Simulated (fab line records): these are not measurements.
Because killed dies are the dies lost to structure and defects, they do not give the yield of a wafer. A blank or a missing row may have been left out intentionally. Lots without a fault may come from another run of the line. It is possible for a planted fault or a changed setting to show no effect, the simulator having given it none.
fab line records    flow n5-finfet
[record] lots = 6  wafers = 18  last-day = 21
route steps=1938 shown SD_EPI_N@269 PASSIVATION@1936
lots that met no fault: from a run of the same line without faults
start-h: the number of hours between the record's first day and the start of the first shown wafer of the lot    wait-h: time in hours since the lot's previous step    " unchanged from the row above    L1.1+2: several wafers, shown together as one row    - no value, or no start was given    * or withheld: withheld    < > ~ a bound
route shown NAME@n: a module of which the file shows steps, and the number in the route of the first    usual: mean/standard deviation of fault-free wafers    same: alike in all rows    chamber/n: place in a boat    sites: per-site readings    _std_site: how widely they spread, as a standard deviation    _edge_site: inner sites' mean taken away from outer sites' mean    radius-mm: how far each site lies from the wafer's centre    mask NAME#n: copy n    behind: the tool/chamber that last shaped the wafer    hold: why the lot was held/for how many hours/how that ended    device: the transistor (n, p or np) that didn't switch    end of line: at the end of the route, the tests of the same wafers    where a step has no rows: the recipe by itself    killed: the dies lost at the first sort to structure and to defects; this is not the yield of the wafer    map: the dies of a wafer, with x for killed, . for not killed, _ for no die there
set.NAME: the run value of the setting; set.NAME@STEP: its run value at that earlier step    model.NAME: the simulator's own value behind a step, which no gauge read
lots at some steps of the route; a table a step, a row a wafer
services: when a tool's chamber went out of use (start-h, in hours from the record's first day, below 0 if earlier), for how many hours, and the reason
[[steps]]
[step N5_SD_EPI_N_DEVELOP_08]
[recipe] develop-time-s = 30  developer = TMAH  resist = CAR-ArF-block  dev-temp-c = 23  rinse-liquid = diw  dry = air-spin
[step N5_SD_EPI_N_CD_MEAS_09]
[recipe] target-cd-nm = 120  landing-energy-ev = 500  detector = se-inlens
[usual] cd-nm = 120.2/1
lot.wafer  tool       chamber  start-h  wait-h  cd-nm
L479.2     cd-sem-02  0        73.81    -       119.4
L479.3     "          0        "        "       119.1
L479.5     "          0        "        "       120.3
L482.3     cd-sem-03  0        95.52    -       120.3
L482.4     "          0        "        "       119.8
L482.5     "          0        "        "       120.6
L485.2     cd-sem-03  0        116.10   -       121.9
L485.4     "          0        "        "       120.9
L485.6     "          0        "        "       121.3
L486.1     cd-sem-02  0        120.65   -       118.8
L486.4     "          0        "        "       118.3
L486.5     "          0        "        "       118.4
L493.1     cd-sem-01  0        155.65   -       118.9
L493.2     "          0        "        "       118.8
L493.4     "          0        "        "       120.4
L496.2     cd-sem-01  0        179.59   -       119.4
L496.4     "          0        "        "       120.3
L496.5     "          0        "        "       120.4
[step N5_SD_EPI_N_OVL_MEAS_10]
[recipe] points-per-wafer = 44
[usual] SD_N_BLK_OVL = 0.4/0.84
lot.wafer  tool        chamber  start-h  wait-h  SD_N_BLK_OVL[nm]
L479.2     overlay-02  0        73.84    0.0     -0.4
L479.3     "           0        "        "       0.7
L479.5     "           0        "        "       1.1
L482.3     overlay-02  0        95.55    0.0     1.3
L482.4     "           0        "        "       2.2
L482.5     "           0        "        "       1.8
L485.2     overlay-02  0        116.13   0.0     -1.5
L485.4     "           0        "        "       -0.6
L485.6     "           0        "        "       -0.3
L486.1     overlay-02  0        120.68   0.0     -1.1
L486.4     "           0        "        "       0.0
L486.5     "           0        "        "       -0.2
L493.1     overlay-02  0        155.68   0.0     0.8
L493.2     "           0        "        "       1.5
L493.4     "           0        "        "       2.1
L496.2     overlay-02  0        179.62   0.0     1.2
L496.4     "           0        "        "       -0.6
L496.5     "           0        "        "       0.9
[step N5_SD_EPI_N_INSPECT_11]
[recipe] mode = adi  inspect-instrument = macro
[usual] raw-defect-count = 2.0/1.5
lot.wafer  tool               chamber  start-h  wait-h  raw-defect-count
L479.2     defect-inspect-01  -        73.86    0.0     3
L479.3     "                  -        "        "       1
L479.5     "                  -        "        "       3
L482.3     defect-inspect-02  -        95.58    0.0     1
L482.4     "                  -        "        "       2
L482.5     "                  -        "        "       2
L485.2     defect-inspect-02  -        116.15   0.0     1
L485.4     "                  -        "        "       0
L485.6     "                  -        "        "       2
L486.1     defect-inspect-02  -        120.70   0.0     2
L486.4     "                  -        "        "       1
L486.5     "                  -        "        "       1
L493.1     defect-inspect-02  -        155.71   0.0     1
L493.2     "                  -        "        "       5
L493.4     "                  -        "        "       1
L496.2     defect-inspect-01  -        179.64   0.0     7
L496.4     "                  -        "        "       1
L496.5     "                  -        "        "       1
[step N5_SD_EPI_N_DESCUM_14]
[recipe] chemistry = O2  time-s = 7.9  source-power-w = 50  bias-power-w = 20  pressure-mtorr = 20  rf-frequency-hz = 2.712e+07  temp-c = 40  resist = CAR-ArF-block  o2-flow-sccm = 225
[step N5_SD_EPI_N_ETCH_34]
[recipe] chemistry = CF4  target = SiARC  target-depth-a = 455  mask-material = CAR-ArF-block  time-s = 75.8  ion-energy-ev = 80  pressure-mtorr = 40  source-w = 545  bias-w = 36  Ar_flow_sccm = 100  cf4-flow-sccm = 100  ends = cleared
[step N5_SD_EPI_N_ETCH_35]
[recipe] chemistry = N2/H2  target = SOC  overetch-a = 1080  mask-material = SiARC  temp-c = 40  ion-energy-ev = 100  source-w = 3000  bias-w = 133  pressure-mtorr = 20  time-s = 486  n2-flow-sccm = 200  h2-flow-sccm = 200
[usual] drypump-motor-current-A = 6.0/0.4  oes-product-au = 0.72/0.08  rf-vpp-V = 241.2/1.4  showerhead-plenum-p-Torr = 2.58/0.091  throttle-valve-pct = 23.8/0.44
lot.wafer  tool         chamber  start-h  wait-h  drypump-motor-current-A  oes-product-au  rf-hours-counter-h  rf-vpp-V  showerhead-plenum-p-Torr  throttle-valve-pct
L479.2     rie-diel-04  3        74.03    0.0     5.7                      0.65            210                 241.2     2.62                      23.8
L479.3     "            2        "        "       5.7                      0.74            65                  242.6     2.56                      23.7
L479.5     "            2        "        "       5.7                      0.74            -                   241.6     2.56                      23.7
L482.3     rie-diel-01  2        95.70    0.0     5.5                      0.68            147                 241.8     2.55                      23.5
L482.4     "            1        "        "       5.9                      0.63            206                 239.8     2.50                      24.2
L482.5     "            2        "        "       5.5                      0.68            -                   240.8     2.55                      23.5
L485.2     rie-diel-04  2        116.50   0.0     5.7                      0.73            74                  239.9     2.55                      23.7
L485.4     "            3        "        "       5.7                      0.64            221                 242.6     2.62                      23.8
L485.6     "            0        "        "       5.1                      0.63            -                   240.4     2.52                      24.1
L486.1     rie-diel-05  1        121.11   0.0     6.2                      0.62            255                 238.4     2.40                      24.6
L486.4     "            0        "        "       5.7                      0.77            -                   242.5     2.67                      23.0
L486.5     "            1        "        "       6.2                      0.61            -                   239.6     2.40                      24.5
L493.1     rie-diel-05  1        156.10   0.0     6.2                      0.85            6                   243.8     2.72                      24.4
L493.2     "            3        "        "       6.7                      0.82            13                  243.0     2.69                      23.3
L493.4     "            2        "        "       5.8                      0.79            35                  241.2     2.59                      23.8
L496.2     rie-diel-05  2        179.93   0.0     5.8                      0.78            45                  241.5     2.59                      23.8
L496.4     "            0        "        "       5.7                      0.73            60                  243.2     2.66                      23.1
L496.5     "            0        "        "       5.7                      0.74            -                   241.2     2.66                      23.1
[step N5_SD_EPI_N_STRIP_36]
[recipe] chemistry = N2/H2  temp-c = 40  n2-flow-sccm = 200  h2-flow-sccm = 200  rf-frequency-hz = 6e+07
[step N5_SD_EPI_N_ETCHBACK_44]
[recipe] chemistry = CH3F/O2  mode = anisotropic-etchback  target = SiNx  target-depth-a = 145  stop-on = SiO2  over-etch-frac = 0.3  ion-energy-ev = 120  pressure-mtorr = 30  source-w = 395  bias-w = 73  Ar_flow_sccm = 150  CH3F_flow_sccm = 30  O2_flow_sccm = 20
[usual] drypump-motor-current-A = 6.0/0.4  oes-product-au = 0.69/0.076  rf-vpp-V = 299/8.4  showerhead-plenum-p-Torr = 2.03/0.077  throttle-valve-pct = 16.24/0.22
lot.wafer  tool         chamber  start-h  wait-h  drypump-motor-current-A  oes-product-au  rf-hours-counter-h  rf-vpp-V  showerhead-plenum-p-Torr  throttle-valve-pct
L479.2     rie-diel-04  3        74.35    0.0     5.7                      0.61            211                 305       2.05                      16.35
L479.3     "            2        "        "       5.7                      0.70            65                  314       2.02                      16.11
L479.5     "            2        "        "       5.7                      0.70            -                   314       2.02                      16.12
L482.3     rie-diel-01  2        96.02    0.0     5.5                      0.65            147                 303       2.00                      16.19
L482.4     "            1        "        "       5.9                      0.60            206                 301       1.96                      16.48
L482.5     "            2        "        "       5.6                      0.65            -                   304       2.00                      16.19
L485.2     rie-diel-04  2        116.83   0.0     5.7                      0.70            75                  311       2.02                      16.10
L485.4     "            3        "        "       5.7                      0.61            221                 305       2.05                      16.37
L485.6     "            0        "        "       5.1                      0.60            -                   281       1.95                      16.50
L486.1     rie-diel-05  1        121.44   0.0     6.2                      0.58            255                 309       1.88                      16.73
L486.4     "            0        "        "       5.7                      0.72            -                   289       2.13                      16.00
L486.5     "            1        "        "       6.1                      0.59            -                   308       1.88                      16.72
L493.1     rie-diel-05  1        156.43   0.0     6.2                      0.81            6                   314       2.13                      16.30
L493.2     "            3        "        "       6.7                      0.77            13                  298       2.14                      16.12
L493.4     "            2        "        "       5.8                      0.76            36                  298       2.02                      16.04
L496.2     rie-diel-05  2        180.25   0.0     5.8                      0.74            45                  298       2.02                      16.05
L496.4     "            0        "        "       5.7                      0.70            60                  289       2.12                      16.05
L496.5     "            0        "        "       5.7                      0.70            -                   289       2.12                      16.04
[step N5_SD_EPI_N_ETCH_45]
[recipe] chemistry = CH3F/O2  target = SiOCN  target-depth-a = 60  mask-material = SOC  ion-energy-ev = 60  bias-w = 29  pressure-mtorr = 15  source-w = 410  Ar_flow_sccm = 150  CH3F_flow_sccm = 30  O2_flow_sccm = 20
[usual] drypump-motor-current-A = 6.0/0.4  oes-product-au = 0.80/0.091  rf-vpp-V = 127.8/1.1  showerhead-plenum-p-Torr = 2.02/0.077  throttle-valve-pct = 23.20/0.25
lot.wafer  tool         chamber  start-h  wait-h  drypump-motor-current-A  oes-product-au  rf-hours-counter-h  rf-vpp-V  showerhead-plenum-p-Torr  throttle-valve-pct
L479.2     rie-diel-04  3        74.45    0.1     5.7                      0.74            211                 127.5     2.05                      23.23
L479.3     "            2        "        "       5.7                      0.85            65                  126.7     2.01                      23.19
L479.5     "            2        "        "       5.7                      0.85            -                   128.3     2.01                      23.20
L482.3     rie-diel-01  2        96.12    0.1     5.6                      0.77            147                 126.4     2.00                      23.00
L482.4     "            1        "        "       5.9                      0.70            206                 125.9     1.96                      23.50
L482.5     "            2        "        "       5.6                      0.77            -                   126.3     2.00                      23.00
L485.2     rie-diel-04  2        116.93   0.1     5.7                      0.83            75                  128.2     2.01                      23.21
L485.4     "            3        "        "       5.7                      0.72            221                 129.0     2.04                      23.25
L485.6     "            0        "        "       5.1                      0.69            -                   125.4     1.95                      23.35
L486.1     rie-diel-05  1        121.54   0.1     6.2                      0.67            255                 126.7     1.88                      23.65
L486.4     "            0        "        "       5.7                      0.85            -                   130.2     2.12                      22.97
L486.5     "            1        "        "       6.2                      0.67            -                   127.0     1.88                      23.66
L493.1     rie-diel-05  1        156.53   0.1     6.2                      0.98            6                   128.2     2.12                      23.50
L493.2     "            3        "        "       6.7                      0.92            13                  129.3     2.14                      23.23
L493.4     "            2        "        "       5.7                      0.88            36                  126.4     2.02                      23.01
L496.2     rie-diel-05  2        180.35   0.1     5.8                      0.87            45                  129.6     2.01                      23.00
L496.4     "            0        "        "       5.7                      0.81            60                  128.4     2.11                      22.96
L496.5     "            0        "        "       5.7                      0.81            -                   128.7     2.11                      22.98
[step N5_SD_EPI_N_ETCH_16]
[recipe] chemistry = CHF3/O2  target = SiO2  target-depth-a = 50  mask-material = SOC  pressure-mtorr = 30  source-w = 650  bias-w = 170  Ar_flow_sccm = 200  CHF3_flow_sccm = 50  O2_flow_sccm = 5  ion-energy-ev = 200
[usual] drypump-motor-current-A = 6.0/0.4  oes-product-au = 0.80/0.091  rf-vpp-V = 527/15  showerhead-plenum-p-Torr = 2.44/0.089  throttle-valve-pct = 18.79/0.22
lot.wafer  tool         chamber  start-h  wait-h  drypump-motor-current-A  oes-product-au  rf-hours-counter-h  rf-vpp-V  showerhead-plenum-p-Torr  throttle-valve-pct
L479.2     rie-diel-04  3        74.55    0.1     5.6                      0.73            211                 537       2.47                      18.86
L479.3     "            2        "        "       5.7                      0.83            65                  552       2.43                      18.63
L479.5     "            2        "        "       5.7                      0.83            -                   552       2.43                      18.64
L482.3     rie-diel-01  2        96.22    0.1     5.5                      0.76            147                 538       2.42                      18.72
L482.4     "            1        "        "       5.9                      0.70            206                 531       2.37                      19.04
L482.5     "            2        "        "       5.5                      0.76            -                   537       2.42                      18.71
L485.2     rie-diel-04  2        117.03   0.1     5.7                      0.82            75                  553       2.43                      18.64
L485.4     "            3        "        "       5.6                      0.72            221                 536       2.46                      18.84
L485.6     "            0        "        "       5.1                      0.69            -                   495       2.36                      19.03
L486.1     rie-diel-05  1        121.64   0.1     6.2                      0.67            255                 545       2.27                      19.24
L486.4     "            0        "        "       5.7                      0.85            -                   508       2.55                      18.51
L486.5     "            1        "        "       6.2                      0.66            -                   546       2.27                      19.24
L493.1     rie-diel-05  1        156.63   0.1     6.2                      0.96            6                   555       2.56                      18.91
L493.2     "            3        "        "       6.7                      0.92            13                  526       2.58                      18.73
L493.4     "            2        "        "       5.7                      0.87            36                  525       2.43                      18.57
L496.2     rie-diel-05  2        180.45   0.1     5.8                      0.87            45                  526       2.43                      18.61
L496.4     "            0        "        "       5.7                      0.82            60                  508       2.54                      18.55
L496.5     "            0        "        "       5.7                      0.82            -                   508       2.54                      18.55
[step N5_SD_EPI_N_STRIP_47]
[recipe] chemistry = CHF3/O2  resist = SiARC  rf-frequency-hz = 6e+07
[step N5_SD_EPI_N_SD_RECESS_17]
[recipe] chemistry = HBr/Cl2/O2  target-depth-a = 410  mask-material = SOC  time-s = 23.7  bt-time-s = 3  pressure-mtorr = 10  icp-w = 800  bias-w = 112  HBr_flow_sccm = 150  Cl2_flow_sccm = 80  O2_flow_sccm = 12
[usual] HBr_flow_sccm = 150.0/0.4  O2_flow_sccm = 12.00/0.037  drypump-motor-current-A = 5.9/0.41  oes-product-au = 0.996/0.018  throttle-valve-pct = 37.1/0.38
lot.wafer  tool       chamber  start-h  wait-h  HBr_flow_sccm  O2_flow_sccm  drypump-motor-current-A  oes-product-au  rf-hours-counter-h  throttle-valve-pct  model.Si_of_WELL_APT_EPI_41.thk-nm
L479.2     rie-si-01  1        74.62    0.0     150.3          11.95         5.9                      1.025           71                  37.1                6.2
L479.3     "          0        "        "       149.9          12.00         5.8                      0.990           149                 36.4                6.8
L479.5     "          1        "        "       149.8          11.95         5.9                      1.017           -                   37.1                6.8
L482.3     rie-si-03  0        96.30    0.0     150.4          11.94         6.8                      1.016           9                   36.9                9.2
L482.4     "          3        "        "       150.7          12.04         5.3                      1.009           122                 37.0                9.8
L482.5     "          2        "        "       150.4          11.93         5.8                      0.971           -                   36.9                11.6
L485.2     rie-si-02  2        117.10   0.0     -              -             -                        -               -                   -                   48.74
L485.4     "          2        "        "       -              -             -                        -               -                   -                   49.52
L485.6     "          1        "        "       -              -             -                        -               -                   -                   49.36
L486.1     rie-si-01  1        121.71   0.0     -              -             -                        -               -                   -                   49.84
L486.4     "          0        "        "       -              -             -                        -               -                   -                   49.66
L486.5     "          0        "        "       -              -             -                        -               -                   -                   49.91
L493.1     rie-si-03  1        156.70   0.0     150.5          11.99         5.5                      1.001           4                   37.2                8.2
L493.2     "          2        "        "       150.0          12.02         5.8                      0.971           70                  36.9                10.8
L493.4     "          0        "        "       150.0          11.97         6.8                      1.002           10                  36.9                9
L496.2     rie-si-01  0        180.52   0.0     150.5          12.04         5.9                      0.985           150                 36.4                8.6
L496.4     "          2        "        "       149.9          11.96         6.1                      0.987           64                  36.9                8.8
L496.5     "          3        "        "       151.1          12.01         6.2                      0.978           -                   37.9                8.8
[step N5_SD_EPI_N_STRIP_38]
[recipe] chemistry = N2/H2  power-w = 1000  temp-c = 250  h2-frac = 0.65  overash-fraction = 0.3  pressure-mtorr = withheld  n2-flow-sccm = 1750  h2-flow-sccm = 3250
[usual] drypump-motor-current-A = 6.0/0.3  heater-power-w = 311/13  oes-product-au = 0.763/0.01
lot.wafer  tool             chamber  start-h  wait-h  drypump-motor-current-A  heater-power-w  oes-product-au  rf-hours-counter-h
L479.2     plasma-asher-01  1        74.72    0.1     5.7                      322             0.769           61
L479.3     "                1        "        "       5.7                      329             0.770           -
L479.5     "                0        "        "       6.2                      301             0.764           -
L482.3     plasma-asher-02  1        96.41    0.1     6.4                      314             0.767           -
L482.4     "                0        "        "       5.7                      302             0.770           -
L482.5     "                1        "        "       6.4                      315             0.763           -
L485.2     plasma-asher-02  1        117.19   0.1     6.4                      318             0.795           61
L485.4     "                1        "        "       6.4                      316             0.795           -
L485.6     "                0        "        "       5.7                      296             0.761           -
L486.1     plasma-asher-01  1        121.80   0.1     5.7                      331             0.781           70
L486.4     "                0        "        "       6.2                      301             0.810           -
L486.5     "                0        "        "       6.2                      299             0.789           -
L493.1     plasma-asher-02  1        156.80   0.1     6.4                      308             0.756           69
L493.2     "                0        "        "       5.7                      295             0.759           69
L493.4     "                1        "        "       6.4                      313             0.775           -
L496.2     plasma-asher-02  1        180.62   0.1     6.4                      311             0.760           74
L496.4     "                1        "        "       6.4                      309             0.754           -
L496.5     "                0        "        "       5.7                      306             0.761           -
[step N5_SD_EPI_N_WET_ETCH_43]
[recipe] chemistry = dHF  dilution = withheld  time-s = 14  target = SiO2  target-depth-a = 15  temp-c = 25
[step N5_SD_EPI_N_STRIP_18]
[recipe] chemistry = SPM  time-s = 750  temp-c = 130  h2so4-h2o2-vol-ratio = 4
lot.wafer  tool          chamber  start-h  wait-h  model.Si_of_WELL_APT_EPI_41.thk-nm
L479.2     wet-bench-06  4        74.81    0.0     5.8
L479.3     "             7        "        "       6.6
L479.5     "             5        "        "       6.4
L482.3     wet-bench-01  6        96.48    0.0     8.8
L482.4     "             0        "        "       9.4
L482.5     "             2        "        "       11.2
L485.2     wet-bench-01  7        117.29   0.0     48.4
L485.4     "             2        "        "       49.2
L485.6     "             4        "        "       49
L486.1+4   wet-bench-04  4,6      121.90   0.0     49.4
L486.5     "             5        "        "       49.6
L493.1     wet-bench-06  5        156.89   0.0     7.8
L493.2     "             3        "        "       10.4
L493.4     "             2        "        "       8.6
L496.2     wet-bench-01  0        180.71   0.0     8.2
L496.4+5   "             7,6      "        "       8.4
[step N5_SD_EPI_N_SRD_20]
[recipe] dry = ipa-marangoni  do-ppb = 5  time-s = 30  temp-c = 23  rinse-liquid = diw
[step N5_PASSIVATION_PROBE_49]
[usual] defect-limited-yield = 91.1/1.4  killed_at_M0_to_M3 = 34/9.6  killed_at_M4_up = 15/5.3  killed-at-contacts = 12/6.1  killed-at-front-end = 40/11  killed-at-other = 3.5/2.8  killed-dies = 105/17  killed-open = 70/12  killed-short = 34/7.7  sort_bin_5_function = 5.2/0.97  sort_bin_6_memory = 3.4/0.62  sort-n-pass = 1075/17  sort-yield-pct = 91.1/1.4
[same] gross-dies = 1180  killed-at-back-side = 0  sort_bin_4_leakage[%] = 0  sort_bin_8_speed[%] = 0
lot.wafer  tool       chamber  start-h  wait-h  defect-limited-yield[%]  killed_at_M0_to_M3  killed_at_M4_up  killed-at-contacts  killed-at-front-end  killed-at-other  killed-dies  killed-open  killed-short  sort_bin_5_function[%]  sort_bin_6_memory[%]  sort-n-pass  sort-yield-pct[%]
L479.2     prober-02  -        391.43   0.1     91.1                     39                  14               19                  29                   4                105          70           35            5.5                     3.1                   1075         91.1
L479.3     prober-02  -        391.48   0.1     91.9                     35                  13               10                  37                   1                96           60           35            5.3                     2.8                   1084         91.9
L479.5     prober-02  -        391.58   0.2     92.7                     29                  21               7                   28                   1                86           63           23            4.5                     2.6                   1094         92.7
L482.3     prober-02  -        407.94   0.1     91.6                     51                  15               12                  16                   5                99           60           39            4.6                     3.6                   1081         91.6
L482.4     prober-02  -        407.99   0.2     91.8                     51                  13               2                   29                   2                97           57           40            4.7                     3.0                   1083         91.8
L482.5     prober-02  -        408.04   0.2     92.9                     39                  9                9                   23                   4                84           62           20            4.1                     2.8                   1096         92.9
L493.1     prober-01  -        460.24   0.0     89.4                     59                  16               10                  40                   0                125          80           44            6.6                     3.6                   1055         89.4
L493.2     prober-01  -        460.29   0.1     89.1                     51                  18               19                  38                   3                129          86           43            6.6                     3.8                   1051         89.1
L493.4     prober-01  -        460.39   0.2     92.8                     44                  10               12                  17                   2                85           67           18            4.5                     2.6                   1095         92.8
L496.2     prober-01  -        500.53   0.1     90.9                     27                  9                27                  40                   4                107          64           43            5.2                     3.7                   1073         90.9
L496.4     prober-01  -        500.63   0.2     89.9                     47                  13               23                  29                   7                119          82           37            5.7                     3.8                   1061         89.9
L496.5     prober-01  -        500.68   0.2     90.7                     41                  8                15                  39                   7                110          81           29            4.6                     4.2                   1070         90.7
// killed by level:class
L479.2 BEOL_M1:geometric-particle:open=15 MOL_CONTACT_COAG:geometric-particle:open=12 MOL_CONTACT_COAG:geometric-particle:short=7 BEOL_M0_SAQP:geometric-particle:open=6 STI_FIN_REVEAL:geometric-particle:open=5 BEOL_M0_SAQP:geometric-particle:short=5 BEOL_M3:geometric-particle:open=5 BEOL_M4:geometric-particle:open=5
L479.3 BEOL_M1:geometric-particle:open=16 ILD0:geometric-particle:short=9 MOL_CONTACT_COAG:geometric-particle:open=8 GATE_CUT:geometric-particle:short=6 STI_FIN_REVEAL:geometric-particle:open=5 DUMMY_GATE:geometric-particle:open=5 BEOL_M3:geometric-particle:short=4 BEOL_M0_SAQP:geometric-particle:open=4
L479.5 STI_FIN_REVEAL:geometric-particle:open=11 BEOL_M3:geometric-particle:open=10 MOL_CONTACT_COAG:geometric-particle:open=6 BEOL_M4:geometric-particle:open=6 BEOL_M0_SAQP:geometric-particle:short=5 BEOL_M4:geometric-particle:short=5 DUMMY_GATE:geometric-particle:open=3 BEOL_M0_SAQP:geometric-particle:open=3
L482.3 BEOL_M0_SAQP:geometric-particle:short=17 MOL_CONTACT_COAG:geometric-particle:open=10 BEOL_M0_SAQP:geometric-particle:open=9 BEOL_M1:geometric-particle:open=7 BEOL_M3:geometric-particle:open=7 BEOL_M1:geometric-particle:short=5 BEOL_M2:geometric-particle:open=5 STI_FIN_REVEAL:geometric-particle:open=4
L482.4 BEOL_M2:geometric-particle:open=11 BEOL_M0_SAQP:geometric-particle:short=9 BEOL_M0_SAQP:geometric-particle:open=7 BEOL_M5:geometric-particle:open=6 FIN_SAQP:geometric-particle:open=6 BEOL_M0:geometric-particle:open=6 FIN_SAQP:geometric-particle:short=5 BEOL_M1:geometric-particle:open=5
L482.5 BEOL_M3:geometric-particle:open=10 MOL_CONTACT_COAG:geometric-particle:open=8 BEOL_M0_SAQP:geometric-particle:open=7 BEOL_M1:geometric-particle:open=7 STI_FIN_REVEAL:geometric-particle:open=5 BEOL_M0_SAQP:geometric-particle:short=5 FIN_SAQP:geometric-particle:open=4 STARTING-WAFER:geometric-particle:open=4
L493.1 BEOL_M1:geometric-particle:short=14 BEOL_M2:geometric-particle:open=12 STI_FIN_REVEAL:geometric-particle:open=11 BEOL_M4:geometric-particle:open=9 MOL_CONTACT_COAG:geometric-particle:open=9 BEOL_M3:geometric-particle:open=8 FIN_SAQP:geometric-particle:open=6 BEOL_M0_SAQP:geometric-particle:open=6
L493.2 MOL_CONTACT_COAG:geometric-particle:open=14 BEOL_M2:geometric-particle:open=11 BEOL_M3:geometric-particle:open=10 BEOL_M4:geometric-particle:open=9 FIN_SAQP:geometric-particle:open=8 FIN_SAQP:geometric-particle:short=8 BEOL_M1:geometric-particle:open=8 BEOL_M0_SAQP:geometric-particle:open=7
L493.4 BEOL_M2:geometric-particle:open=12 MOL_CONTACT_COAG:geometric-particle:open=10 BEOL_M0:geometric-particle:open=9 BEOL_M0_SAQP:geometric-particle:short=6 BEOL_M0_SAQP:geometric-particle:open=5 BEOL_M4:geometric-particle:open=5 STARTING-WAFER:geometric-particle:open=5 DUMMY_GATE:geometric-particle:open=4
L496.2 MOL_CONTACT_COAG:geometric-particle:open=21 STI_FIN_REVEAL:geometric-particle:open=10 MOL_CONTACT_COAG:geometric-particle:short=6 BEOL_M0_SAQP:geometric-particle:short=6 BEOL_M2:geometric-particle:open=6 FIN_SAQP:geometric-particle:open=5 BEOL_M4:geometric-particle:open=5 GATE_CUT:geometric-particle:short=4
L496.4 MOL_CONTACT_COAG:geometric-particle:open=18 BEOL_M3:geometric-particle:open=18 STI_FIN_REVEAL:geometric-particle:open=13 BEOL_M0_SAQP:geometric-particle:open=7 MOL_CONTACT_COAG:geometric-particle:short=5 BEOL_M0_SAQP:geometric-particle:short=5 BEOL_M1:geometric-particle:open=5 BEOL_M3:geometric-particle:short=4
L496.5 MOL_CONTACT_COAG:geometric-particle:open=12 BEOL_M0_SAQP:geometric-particle:short=11 BEOL_M3:geometric-particle:open=11 FIN_SAQP:geometric-particle:open=9 STI_FIN_REVEAL:geometric-particle:open=8 BEOL_M0_SAQP:geometric-particle:open=8 BEOL_M2:geometric-particle:open=6 ILD0:geometric-particle:open=5
[[services]]
tool          chamber  start-h  hours  kind
rie-si-03     1        72.40    7.9    repair
rie-diel-05   3        89.42    -      clean
rie-diel-05   3        89.42    -      consumable-replace:focus-ring
rie-diel-05   3        89.42    -      consumable-replace:showerhead
rie-diel-05   3        89.42    32.7   scheduled-down
rie-diel-05   3        89.42    32.7   vent-cycle
rie-diel-05   -        89.99    15.6   pm
rie-diel-01   -        109.73   14.6   pm
rie-si-02     3        113.66   15.8   repair
wet-bench-06  -        114.37   3.9    repair
rie-diel-05   1        122.16   -      clean
rie-diel-05   1        122.16   -      consumable-replace:focus-ring
rie-diel-05   1        122.16   -      consumable-replace:showerhead
rie-diel-05   1        122.16   17.9   scheduled-down
rie-diel-05   1        122.16   17.9   vent-cycle
rie-si-03     1        133.48   3.0    repair
rie-si-02     -        148.65   0.1    repair
rie-si-02     0        154.09   8.8    repair
wet-bench-04  -        158.18   1.4    repair
rie-diel-01   3        166.05   3.5    repair
[[key]]
[first-sign] step = N5_SD_EPI_N_SD_RECESS_17  reading = tool-record  direction = missing
effect none on later readings
[model-effect] step = N5_SD_EPI_N_SD_RECESS_17  value = Si_of_WELL_APT_EPI_41.thk-nm  without = 7.967  struck = 49.5
[model-effect] step = N5_SD_EPI_N_STRIP_18  value = Si_of_WELL_APT_EPI_41.thk-nm  without = 7.6  struck = 49.17
met-at N5_SD_EPI_N_SD_RECESS_17
struck-wafers L485.2,L485.4,L485.6,L486.1,L486.4,L486.5
rows-end L485.2,L485.4,L485.6,L486.1,L486.4,L486.5
onset-between 74.62 117.10
[fault] kind = skipped-step-whole  tool = rie-si-01,rie-si-02  chamber = -  onset-h = 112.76  steps = N5_SD_EPI_N_SD_RECESS_17  scope = struck-lots-only
// rows-end: these wafers met a further fault down the route, and their rows from its step on are left out
